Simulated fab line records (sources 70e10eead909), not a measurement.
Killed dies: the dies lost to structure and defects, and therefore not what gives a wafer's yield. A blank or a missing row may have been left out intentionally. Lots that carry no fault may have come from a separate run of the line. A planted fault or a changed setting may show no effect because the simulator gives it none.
fab line records    flow nand_harc
record lots=6  wafers=18  last_day=33
route steps=1302 shown A_M1@1200 A_BONDPAD@1202 END@1302
lots untouched by any fault: they come from a run of this same line in which no faults occurred
start_h: start of the lot's first displayed wafer, in hours after the record's first day    wait_h: time in hours since the lot's previous step    " as in the row above    L1.1+2: several wafers, shown together as one row    - either no value or no given start    * or withheld: withheld    < > ~ a bound
route shown NAME@n: NAME is a module with steps in the file, n the number in the route of the first one    usual: mean/standard deviation taken from wafers without a fault    same: alike in all rows    chamber/n: place in a boat    sites: per-site readings    _std_site: the standard deviation of these    _edge_site: inner sites' mean taken away from outer sites' mean    radius_mm: for every site, how far away it sits from the centre of the wafer    mask NAME#n: copy n    behind: tool/chamber where the wafer was last shaped    hold: why the lot was held/for how many hours/how that ended    device: whichever transistor did not switch (one of n, p or np)    end of line: the tests these same wafers got at the end of their route    where a step has no rows: the recipe by itself    killed: dies that structure and defects cost at the first sort, which is not the same as the wafer's yield    map: dies across one wafer; x = killed, . = not, _ = none there
set.NAME: the run value of the setting; set.NAME@STEP: its run value at that earlier step    model.NAME: the simulator's own value behind a step, which no gauge read
a table for each step, a row for each wafer; lots at some steps of the route
services: the hour from which a tool's chamber was out of use, counted from the record's first day as start_h (under 0 if before that day), plus the number of hours and why
## steps
# step NHARC_A_M1_PRE_CLEAN_32
# recipe time_s=12  temp_c=370  rf_power_w=300  gas=NH3
# usual heater_power_w=647/77
lot.wafer  tool      chamber  start_h  wait_h  heater_power_w
L684.1     pecvd-01  1        570.37   0.1     627
L684.2     "         2        "        "       617
L684.3     "         0        "        "       574
L690.1     pecvd-01  1        624.07   0.1     653
L690.6     "         0        "        "       514
L690.4     "         2        "        "       550
L692.1     pecvd-01  1        653.48   0.1     665
L692.6     "         2        "        "       651
L692.4     "         0        "        "       527
L697.1     pecvd-03  2        677.82   0.1     694
L697.2     "         0        "        "       559
L697.6     "         0        "        "       559
L701.1     pecvd-02  0        734.73   0.1     621
L701.6     "         1        "        "       839
L701.4     "         2        "        "       706
L704.1     pecvd-03  1        747.08   0.1     567
L704.3     "         0        "        "       675
L704.5     "         2        "        "       632
# step NHARC_A_M1_DEP_33
# recipe target_thk_a=300  temp_c=370  target_thk_nm=30  pressure_torr=3  flow_sccm=200  rf_w=450  material=SiCN
# usual heater_power_w=600/84
lot.wafer  tool      chamber  start_h  wait_h  heater_power_w
L684.1     pecvd-01  1        570.45   0.1     536
L684.2     "         2        "        "       570
L684.3     "         0        "        "       505
L690.1     pecvd-01  1        624.17   0.1     583
L690.6     "         0        "        "       493
L690.4     "         2        "        "       602
L692.1     pecvd-01  1        653.62   0.1     579
L692.6     "         2        "        "       592
L692.4     "         0        "        "       494
L697.1     pecvd-03  2        677.93   0.1     635
L697.2     "         0        "        "       552
L697.6     "         0        "        "       552
L701.1     pecvd-02  0        734.81   0.1     562
L701.6     "         1        "        "       793
L701.4     "         2        "        "       750
L704.1     pecvd-03  1        747.16   0.1     594
L704.3     "         0        "        "       531
L704.5     "         2        "        "       531
# step NHARC_A_BONDPAD_DEP_00
# recipe target_thk_a=2500  temp_c=370  target_thk_nm=250  pressure_torr=3  flow_sccm=200  rf_w=450  material=SiCN
# usual heater_power_w=577/59
lot.wafer  tool      chamber  start_h  wait_h  heater_power_w
L684.1     pecvd-01  2        -        -       563
L684.2     "         0        "        "       537
L684.3     "         1        "        "       611
L690.1     pecvd-01  2        -        -       589
L690.6     "         0        "        "       514
L690.4     "         1        "        "       581
L692.1     pecvd-04  0        654.13   -       670
L692.4     "         2        "        "       680
L692.6     "         1        "        "       562
L697.1     pecvd-04  0        678.44   -       562
L697.2     "         1        "        "       556
L697.6     "         1        "        "       558
L701.1     pecvd-04  2        735.46   -       611
L701.6     "         0        "        "       534
L701.4     "         1        "        "       499
L704.3     pecvd-01  2        747.72   -       605
L704.1     "         0        "        "       513
L704.5     "         0        "        "       521
# step NHARC_A_BONDPAD_CMP_29
# recipe target_thk_nm=200  material=SiCN
# usual motor_current_A=12.1/1.1
lot.wafer  tool    chamber  start_h  wait_h  motor_current_A
L684.1     cmp-04  0        571.41   -       11.4
L684.2     "       2        "        "       13.2
L684.3     "       3        "        "       14.0
L690.4     cmp-04  1        625.09   -       10.3
L690.1     "       3        "        "       14.3
L690.6     "       2        "        "       12.8
L692.4     cmp-04  0        654.52   -       11.7
L692.1     "       2        "        "       13.1
L692.6     "       0        "        "       11.9
L697.1     cmp-03  0        678.85   -       12.9
L697.2     "       2        "        "       11.0
L697.6     "       0        "        "       12.4
L701.1     cmp-02  1        735.80   -       12.1
L701.4     "       3        "        "       13.0
L701.6     "       0        "        "       12.0
L704.1     cmp-03  0        748.13   -       12.5
L704.3     "       3        "        "       13.3
L704.5     "       1        "        "       12.8
# step NHARC_A_BONDPAD_THK_MEAS_30
# recipe thk_meas_gauge=ellipsometry
# usual thk_nm=200.2/1.5
lot.wafer  tool           chamber  start_h  wait_h  thk_nm
L684.1     film_metro-02  -        571.66   0.2     200.2
L684.2     "              -        "        "       202.3
L684.3     "              -        "        "       199.6
L690.1     film_metro-01  -        625.35   0.2     198.7
L690.4     "              -        "        "       199.6
L690.6     "              -        "        "       201.4
L692.1     film_metro-01  -        654.75   0.2     199.2
L692.4     "              -        "        "       199.4
L692.6     "              -        "        "       197.3
L697.1     film_metro-02  -        679.10   0.2     199.6
L697.2     "              -        "        "       199.0
L697.6     "              -        "        "       199.1
L701.1     film_metro-02  -        736.03   0.2     199.3
L701.4     "              -        "        "       197.8
L701.6     "              -        "        "       198.7
L704.1     film_metro-02  -        748.38   0.2     199.8
L704.3     "              -        "        "       200.6
L704.5     "              -        "        "       202.4
# step NHARC_A_BONDPAD_SRD_31
# step NHARC_A_BONDPAD_DEHYDRATE_01
# recipe temp_c=150  time_s=120
# step NHARC_A_BONDPAD_HMDS_02
# recipe time_s=30
# step NHARC_A_BONDPAD_COAT_33
# recipe temp_c=200  time_s=65
# step NHARC_A_BONDPAD_COAT_03
# recipe spin_rpm=2000  resist_thk_nm=600
# step NHARC_A_BONDPAD_SOFTBAKE_04
# recipe temp_c=125  time_s=70
# step NHARC_A_BONDPAD_EBR_05
# step NHARC_A_BONDPAD_EXPOSE_06
# recipe na=0.55  dose_mj=36.99  mask_id=A_BPAD
# usual exposure_dose_mJ_cm2=36.95/0.037
# same na=0.55
lot.wafer  tool            chamber  start_h  wait_h  mask      exposure_dose_mJ_cm2
L684.1     krf_scanner-01  0        571.95   -       A_BPAD#0  36.96
L684.2     "               0        "        "       A_BPAD#0  36.92
L684.3     "               0        "        "       A_BPAD#0  36.97
L690.1     krf_scanner-03  0        625.76   -       A_BPAD#0  36.92
L690.4     "               0        "        "       A_BPAD#0  36.93
L690.6     "               0        "        "       A_BPAD#0  36.90
L692.1     krf_scanner-03  0        655.04   -       A_BPAD#0  25.83
L692.4     "               0        "        "       A_BPAD#0  25.81
L692.6     "               0        "        "       A_BPAD#0  25.83
L697.1     krf_scanner-01  0        679.39   -       A_BPAD#0  37.03
L697.2     "               0        "        "       A_BPAD#0  36.99
L697.6     "               0        "        "       A_BPAD#0  36.95
L701.1     krf_scanner-03  0        736.44   -       A_BPAD#0  28.09
L701.4     "               0        "        "       A_BPAD#0  28.09
L701.6     "               0        "        "       A_BPAD#0  28.03
L704.1     krf_scanner-02  0        748.66   -       A_BPAD#0  36.90
L704.3     "               0        "        "       A_BPAD#0  36.90
L704.5     "               0        "        "       A_BPAD#0  36.96
# step NHARC_A_BONDPAD_PEB_07
# recipe peb_temp_c=128  peb_time_s=80
# step NHARC_A_BONDPAD_DEVELOP_08
# recipe time_s=50  dev_temp_c=22
# step NHARC_A_BONDPAD_CD_MEAS_09
# recipe target_cd_nm=500  landing_energy_ev=500
# usual cd_nm=500.5/1.6
lot.wafer  tool       chamber  start_h  wait_h  cd_nm
L684.1     cd_sem-01  0        572.10   -       499.4
L684.2     "          0        "        "       500.1
L684.3     "          0        "        "       502.9
L690.1     cd_sem-03  0        625.92   -       501.0
L690.4     "          0        "        "       500.4
L690.6     "          0        "        "       500.6
L692.1     cd_sem-02  0        655.19   -       492.1
L692.4     "          0        "        "       492.3
L692.6     "          0        "        "       491.3
L697.1     cd_sem-03  0        679.54   -       498.9
L697.2     "          0        "        "       501.0
L697.6     "          0        "        "       498.7
L701.1     cd_sem-02  0        736.59   -       493.2
L701.4     "          0        "        "       494.1
L701.6     "          0        "        "       492.7
L704.1     cd_sem-02  0        748.82   -       499.6
L704.3     "          0        "        "       500.9
L704.5     "          0        "        "       502.7
# step NHARC_A_BONDPAD_OVL_MEAS_35
# usual overlay_x_nm=1/5  overlay_y_nm=0/4.7
lot.wafer  tool        chamber  start_h  wait_h  overlay_x_nm  overlay_y_nm
L684.1     overlay-01  -        572.19   -       4             -3
L684.2     "           -        "        "       3             -4
L684.3     "           -        "        "       4             -3
L690.1     overlay-01  -        626.01   -       1             7
L690.4     "           -        "        "       1             6
L690.6     "           -        "        "       1             6
L692.1     overlay-01  -        655.28   -       0             -5
L692.4     "           -        "        "       0             -5
L692.6     "           -        "        "       0             -5
L697.1     overlay-02  -        679.63   -       -1            -1
L697.2     "           -        "        "       -1            -1
L697.6     "           -        "        "       -1            -1
L701.1     overlay-02  -        736.68   -       2             8
L701.4     "           -        "        "       2             8
L701.6     "           -        "        "       2             8
L704.1     overlay-02  -        748.90   -       -1            3
L704.3     "           -        "        "       0             3
L704.5     "           -        "        "       0             3
# step NHARC_END_SORT_01
# recipe temp_c=25
# usual defect_limited_yield=91/3  killed_at_array=59/20  killed_at_other=0.8/1  killed_at_periphery=3.2/2.1  killed_dies=63/21  killed_open=3.0/1.9  killed_short=2.3/1.5
# same gross_dies=677
lot.wafer  tool       chamber  start_h  wait_h  defect_limited_yield[%]  killed_at_array  killed_at_other  killed_at_periphery  killed_dies  killed_open  killed_short
L684.1     prober-01  0        605.38   2.5     97                       17               1                5                    23           2            2
L684.2     prober-01  0        606.17   2.8     96                       24               0                6                    30           4            3
L684.3     prober-01  0        606.96   3.1     96                       23               0                4                    27           4            2
L692.4     prober-01  0        688.25   3.4     90                       70               0                0                    70           4            4
# killed by level:class
L684.1 A_CHANNEL_HOLE_D2:chamber_film_flake=11 P_M1:chamber_film_flake=4 P_M0:geometric_particle:open=1 A_CHANNEL_FILL_D1:geometric_particle:short=1 A_ONON_D2:geometric_particle:open=1 A_STAIRCASE:geometric_particle:short=1 A_CHANNEL_HOLE_D1:chamber_film_flake=1 THIN_TSV:chamber_film_flake=1
L684.2 A_CHANNEL_HOLE_D2:chamber_film_flake=11 P_M1:chamber_film_flake=4 A_CONTACT:chamber_film_flake=3 A_STAIRCASE:chamber_film_flake=2 P_CONTACT:geometric_particle:short=1 A_SOURCE_PLATE:geometric_particle:open=1 A_ONON_D1:geometric_particle:short=1 A_ONON_D1:geometric_particle:open=1
L684.3 A_CHANNEL_HOLE_D2:chamber_film_flake=13 A_DECK1_JOINT:chamber_film_flake=2 A_STAIRCASE:chamber_film_flake=2 P_CONTACT:geometric_particle:open=1 P_M1:geometric_particle:open=1 A_SOURCE_PLATE:geometric_particle:open=1 A_ONON_D1:geometric_particle:short=1 A_ONON_D2:geometric_particle:short=1
L692.4 A_SLIT:chamber_film_flake=35 A_CONTACT:chamber_film_flake=10 A_CHANNEL_HOLE_D1:chamber_film_flake=7 A_SGD_CUT:chamber_film_flake=5 A_ONON_D1:geometric_particle:open=3 A_STAIRCASE:chamber_film_flake=3 A_M0:geometric_particle:short=2 A_M1:chamber_film_flake=2
## services
tool            chamber  start_h  hours  kind
pecvd-03        -        547.39   13.0   pm
cmp-03          -        554.00   4.0    pm
krf_scanner-03  -        568.00   4.0    pm
cmp-04          -        577.86   3.6    repair
pecvd-02        -        598.28   13.0   pm
cmp-04          -        602.19   4.0    pm
krf_scanner-03  -        612.44   0.6    repair
krf_scanner-01  -        613.10   1.2    repair
cmp-03          -        615.56   5.0    repair
pecvd-03        2        617.43   4.6    repair
pecvd-04        -        631.00   13.0   pm
cmp-04          -        631.79   1.0    repair
cmp-03          -        640.89   1.0    repair
cmp-03          -        652.00   4.0    pm
pecvd-02        -        654.18   1.4    repair
krf_scanner-01  -        656.00   4.0    pm
cmp-03          -        665.00   0.8    repair
pecvd-01        1        672.54   2.1    repair
pecvd-01        -        673.00   13.0   pm
pecvd-03        -        688.90   1.5    repair
pecvd-04        -        696.45   0.5    repair
cmp-04          -        700.19   4.0    pm
pecvd-03        -        728.39   13.0   pm
krf_scanner-03  -        740.00   4.0    pm
## key
first_sign step=NHARC_A_BONDPAD_EXPOSE_06  reading=exposure_dose_mJ_cm2  direction=down  sigmas=99+  usual=36.95  struck=26.95
effect step=NHARC_A_BONDPAD_CD_MEAS_09  reading=cd_nm  direction=down  sigmas=5  usual=500.5  struck=492.6  through=control_loop
met_at NHARC_A_BONDPAD_EXPOSE_06
struck_wafers L692.1,L692.4,L692.6,L701.1,L701.4,L701.6
loop_trim step=NHARC_A_BONDPAD_EXPOSE_06  setting=dose  lots=L701
onset_between 625.76 655.04
fault kind=process_parameter_drift  tool=krf_scanner-03  chamber=-  onset_h=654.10  steps=NHARC_A_BONDPAD_EXPOSE_06  channel=dose_mj  offset=-11.094  shape=step  acts_in=these_recipes_only  stated=36.99
# loop_trim: a control loop set the setting to another value than it would have without faults
